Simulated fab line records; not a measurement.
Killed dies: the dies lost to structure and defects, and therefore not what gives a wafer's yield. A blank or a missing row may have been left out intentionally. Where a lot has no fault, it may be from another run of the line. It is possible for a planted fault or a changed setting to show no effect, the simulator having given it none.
Which tool was responsible? + flow n5-finfet + Sampling: 9 lots, 25 wafers, 6 of 1938 route steps

== WHAT EACH GAUGE READ, for each wafer ==
N5_BEOL_M1_OVL_MEAS_12.
| lot  | measured     | on         | M1_OVL (nm)    |
|------|--------------|------------|----------------|
| L147 | day 6 12:29  | overlay-02 | -1.0 -1.3 -1.7 |
| L148 | day 6 16:37  | overlay-02 | 0.2 -0.6 -0.1  |
| L151 | day 7 11:19  | overlay-01 | -1.6 -0.8 -1.8 |
| L152 | day 7 15:15  | overlay-01 | -2.6 -0.7 -1.4 |
| L153 | day 7 18:10  | overlay-01 | -1.2 -0.6 -0.3 |
| L154 | day 8 06:11  | overlay-02 | -0.8 -1.1 -0.5 |
| L156 | day 8 16:19  | overlay-01 | -0.8 -1.2 -0.5 |
| L167 | day 11 04:27 | overlay-01 | 1.2 0.6        |
| L168 | day 11 16:17 | overlay-02 | -0.4 -0.4      |

N5_BEOL_M1_OCD_MEAS_38.
| lot  | measured     | on     | trench-depth-nm (nm) |
|------|--------------|--------|----------------------|
| L147 | day 6 16:11  | ocd-01 | 54.5 55.4 54.5       |
| L148 | day 7 11:16  | ocd-02 | 55.1 54.2 55.7       |
| L151 | day 8 06:58  | ocd-02 | 56.3 56.1 55.4       |
| L152 | day 8 10:11  | ocd-01 | 53.6 55.9 54.9       |
| L153 | day 8 11:56  | ocd-02 | 55.8 55.9 55.4       |
| L154 | day 8 19:17  | ocd-02 | 55.6 55.4 55.7       |
| L156 | day 9 00:31  | ocd-01 | 55.1 54.2 55.3       |
| L167 | day 11 16:38 | ocd-02 | 55.7 29.2            |
| L168 | day 12 04:29 | ocd-01 | 56.3 29.1            |

N5_BEOL_M4_RC_MEAS_101.
| lot  | measured     | on        | CHAIN_V0 (ohm/link) | CHAIN_V0_max_site (ohm/link) | DIBL_N (mV/V)  | DIBL_P (mV/V)  | IOFF_N (nA/um)    | IOFF_P (nA/um)    | ION_N (uA/um) | ION_P (uA/um) | SS_N (mV/dec)  | SS_P (mV/dec)  | VT_N (mV)         | VT_P (mV)            |
|------|--------------|-----------|---------------------|------------------------------|----------------|----------------|-------------------|-------------------|---------------|---------------|----------------|----------------|-------------------|----------------------|
| L147 | day 9 18:11  | prober-01 | 238 243 227         | 250 254 234                  | 37.5 37.8 35.0 | 38.2 39.5 35.7 | 0.185 0.200 0.143 | 0.238 0.248 0.190 | 676 675 670   | 460 459 463   | 71.3 73.1 71.3 | 74.3 74.2 73.0 | 247.9 245.3 250.0 | -248.6 -248.1 -251.1 |
| L148 | day 10 12:52 | prober-01 | 237 245 243         | 250 251 247                  | 35.6 34.9 35.7 | 36.9 35.4 35.9 | 0.152 0.134 0.153 | 0.178 0.170 0.178 | 669 670 671   | 451 456 455   | 71.1 71.3 72.0 | 73.6 73.3 73.3 | 248.7 249.2 251.5 | -253.7 -252.4 -253.4 |
| L151 | day 11 10:13 | prober-01 | 217 243 224         | 222 255 231                  | 36.3 34.8 36.3 | 36.4 33.7 35.6 | 0.166 0.135 0.171 | 0.199 0.167 0.199 | 684 677 691   | 462 463 465   | 71.2 71.3 71.8 | 73.6 72.6 73.6 | 248.7 252.9 248.2 | -252.6 -251.8 -250.2 |
| L152 | day 11 17:12 | prober-01 | 234 228 238         | 246 233 251                  | 38.0 37.0 37.8 | 36.8 36.1 36.5 | 0.165 0.151 0.166 | 0.207 0.196 0.200 | 667 676 680   | 454 456 455   | 71.7 70.8 71.3 | 73.4 72.4 73.5 | 248.1 249.1 249.3 | -253.2 -252.9 -253.1 |
| L153 | day 13 01:34 | prober-02 | 221 231 239         | 226 246 253                  | 36.7 37.7 36.1 | 37.0 37.7 34.9 | 0.177 0.182 0.156 | 0.217 0.223 0.183 | 689 677 670   | 466 459 456   | 71.6 72.3 71.0 | 74.0 73.2 73.2 | 250.4 245.9 249.7 | -248.3 -247.1 -251.6 |
| L154 | day 17 15:38 | prober-02 | 239 234 234         | 252 244 246                  | 35.6 35.7 36.2 | 35.6 36.2 36.6 | 0.134 0.138 0.144 | 0.184 0.190 0.195 | 670 664 668   | 460 463 461   | 71.4 71.3 71.4 | 73.3 72.7 73.2 | 250.1 251.8 250.7 | -253.3 -253.4 -251.7 |
| L156 | day 14 10:34 | prober-02 | 251 239 241         | 256 248 246                  | 36.8 37.9 37.7 | 35.7 37.1 37.4 | 0.137 0.163 0.156 | 0.201 0.222 0.216 | 677 675 672   | 467 468 461   | 70.4 71.6 71.7 | 72.5 73.2 74.0 | 250.5 249.0 248.3 | -250.7 -246.1 -251.8 |
| L167 | day 16 08:49 | prober-01 | 228 286             | 238 296                      | 34.3 34.9      | 36.8 36.6      | 0.150 0.157       | 0.235 0.232       | 673 665       | 472 465       | 71.7 71.8      | 73.1 72.6      | 249.5 251.7       | -244.4 -248.7        |
| L168 | day 17 17:07 | prober-01 | 223 272             | 232 287                      | 35.6 36.0      | 35.2 35.2      | 0.158 0.158       | 0.210 0.205       | 682 675       | 464 458       | 72.1 71.3      | 73.3 73.0      | 248.2 249.8       | -248.4 -249.2        |

== EACH LOT AND THE TOOL THAT RAN IT (in order: tool; ch and the chambers of the sampled wafers; start) ==
| lot  | N5_BEOL_M1_STRIP_66               | N5_BEOL_M1_TRENCH_ETCH_37         | N5_BEOL_M1_ANNEAL_49         |
|------|-----------------------------------|-----------------------------------|------------------------------|
| L147 | rie-diel-06 ch 0,2,3, day 6 12:46 | rie-diel-01 ch 1,2, day 6 16:02   | pvd-sputter-03, day 6 17:21  |
| L148 | rie-diel-01 ch 1,2,3, day 6 17:10 | rie-diel-06 ch 0,1, day 7 11:06   | pvd-sputter-03, day 7 12:46  |
| L151 | rie-diel-03 ch 0,2,3, day 7 11:37 | rie-diel-01 ch 0,2,3, day 8 06:49 | pvd-sputter-02, day 8 08:02  |
| L152 | rie-diel-01 ch 0,1, day 7 15:32   | rie-diel-01 ch 0,1,2, day 8 10:01 | pvd-sputter-01, day 8 11:37  |
| L153 | rie-diel-03 ch 1,2,3, day 7 18:28 | rie-diel-03 ch 0,2,3, day 8 11:46 | pvd-sputter-03, day 8 13:44  |
| L154 | rie-diel-06 ch 0,2,3, day 8 06:40 | rie-diel-03 ch 0,3, day 8 19:07   | pvd-sputter-01, day 8 20:41  |
| L156 | rie-diel-06 ch 0,1, day 8 16:36   | rie-diel-06 ch 0,1, day 9 00:21   | pvd-sputter-03, day 9 03:18  |
| L167 | rie-diel-06 ch 1,2, day 11 04:57  | rie-diel-01 ch 0,1, day 11 16:29  | pvd-sputter-01, day 11 17:47 |
| L168 | rie-diel-03 ch 2, day 11 16:34    | rie-diel-01 ch 1,3, day 12 04:19  | pvd-sputter-02, day 12 05:18 |
- N5_BEOL_M1_STRIP_66: strips in CF4.
- N5_BEOL_M1_TRENCH_ETCH_37: etches SiOC in C4F6/O2, target depth 55.207 nm, time 29 s.
- N5_BEOL_M1_ANNEAL_49: time 240 s.

== WHAT THE TOOLS THEMSELVES READ (means of the sampled wafers that have a number; where no wafer has one, the mark that the record gives instead) ==
N5_BEOL_M1_STRIP_66.
| lot  | tool        | cf4-flow-sccm (sccm) | drypump-motor-current-A (A) | oes-product-au (a.u.) | rf-vpp-V (V) | showerhead-plenum-p-Torr (Torr) | throttle-valve-pct (%) |
|------|-------------|----------------------|-----------------------------|-----------------------|--------------|---------------------------------|------------------------|
| L147 | rie-diel-06 | 149.8                | 5.9                         | 0.76                  | 270.9        | 1.79                            | 13.48                  |
| L148 | rie-diel-01 | 150.4                | 5.8                         | 0.82                  | 270.5        | 1.79                            | 13.64                  |
| L151 | rie-diel-03 | 150.3                | 6.0                         | 0.84                  | 270.4        | 1.78                            | 13.47                  |
| L152 | rie-diel-01 | 150.0                | 5.5                         | 0.79                  | 269.2        | 1.72                            | 13.73                  |
| L153 | rie-diel-03 | 150.0                | 5.7                         | 0.78                  | 271.5        | 1.81                            | 13.46                  |
| L154 | rie-diel-06 | 150.2                | 5.9                         | 0.75                  | 271.2        | 1.79                            | 13.51                  |
| L156 | rie-diel-06 | 150.3                | 6.4                         | 0.87                  | 271.2        | 1.80                            | 13.53                  |
| L167 | rie-diel-06 | 150.0                | 5.9                         | 0.83                  | 270.9        | 1.79                            | 13.53                  |
| L168 | rie-diel-03 | 149.9                | 5.9                         | 0.80                  | 271.0        | 1.82                            | 13.52                  |

N5_BEOL_M1_TRENCH_ETCH_37.
| lot  | tool        | drypump-motor-current-A (A) | oes-product-au (a.u.) | rf-vpp-V (V) | showerhead-plenum-p-Torr (Torr) | throttle-valve-pct (%) |
|------|-------------|-----------------------------|-----------------------|--------------|---------------------------------|------------------------|
| L147 | rie-diel-01 | 5.6                         | 0.76                  | 663          | 2.76                            | 21.07                  |
| L148 | rie-diel-06 | 6.4                         | 0.85                  | 663          | 2.92                            | 20.82                  |
| L151 | rie-diel-01 | 5.7                         | 0.89                  | 661          | 2.86                            | 20.85                  |
| L152 | rie-diel-01 | 5.6                         | 0.81                  | 663          | 2.80                            | 21.01                  |
| L153 | rie-diel-03 | 6.0                         | 0.85                  | 661          | 2.82                            | 20.82                  |
| L154 | rie-diel-03 | 6.1                         | 0.85                  | 667          | 2.78                            | 20.89                  |
| L156 | rie-diel-06 | 6.4                         | 0.82                  | 663          | 2.91                            | 20.83                  |
| L167 | rie-diel-01 | 5.5                         | 0.78                  | 664          | 2.92                            | 20.80                  |
| L168 | rie-diel-01 | 5.8                         | 0.78                  | 661          | 2.96                            | 20.71                  |

N5_BEOL_M1_ANNEAL_49.
| lot  | tool           | heater-power-w (W) | susceptor-temp-C (C) |
|------|----------------|--------------------|----------------------|
| L147 | pvd-sputter-03 | 904                | 399.92               |
| L148 | pvd-sputter-03 | 847                | 400.23               |
| L151 | pvd-sputter-02 | 838                | 399.88               |
| L152 | pvd-sputter-01 | 797                | 400.08               |
| L153 | pvd-sputter-03 | 799                | 400.20               |
| L154 | pvd-sputter-01 | 751                | 400.01               |
| L156 | pvd-sputter-03 | 802                | 399.82               |
| L167 | pvd-sputter-01 | 762                | 400.02               |
| L168 | pvd-sputter-02 | 865                | 399.76               |

== THE ANSWER, worked out from the rows above alone ==
Rule: what is usual is taken from the lots themselves. The widest of any qualifying gaps counts: lots, ordered by their means at a reading, are off when they make up no more than a third of the lots, leave a main group of 4 or more, and stand apart from it by 3 or more times the standard deviation of that group's means. The tables above print the reading to a certain number of digits; a main group whose means all agree to those digits is not used. Also off: a lot with no number at a reading for which 4 or more lots have one. Any other lot the step has rows for is counted as sound. First the gauges in route order, then the tools' own readings, where a lot's mean is used as printed above. At the first step where some lot is off, the reading lying furthest off is the one used; lots without a number count as furthest.
Off: L167, L168 (N5_BEOL_M1_OCD_MEAS_38, trench-depth-nm). The main group: mean 55.2 nm, standard deviation 0.44.
A tool fits if, at a process step before that reading, it ran every lot that is off, and no sound lot after the first of them. Those tools and the gauges at N5_BEOL_M1_OCD_MEAS_38 are tried in the same way. One fits: rie-diel-01 at N5_BEOL_M1_TRENCH_ETCH_37. Its last sound lot is L152 (day 8 10:01), its first lot that is off L167 (day 11 16:29): a fault that began between those two fits.

== WHAT WAS PUT IN BY THE SIMULATOR ==
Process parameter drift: rie-diel-01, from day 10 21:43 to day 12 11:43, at N5_BEOL_M1_TRENCH_ETCH_37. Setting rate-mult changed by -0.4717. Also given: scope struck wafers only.
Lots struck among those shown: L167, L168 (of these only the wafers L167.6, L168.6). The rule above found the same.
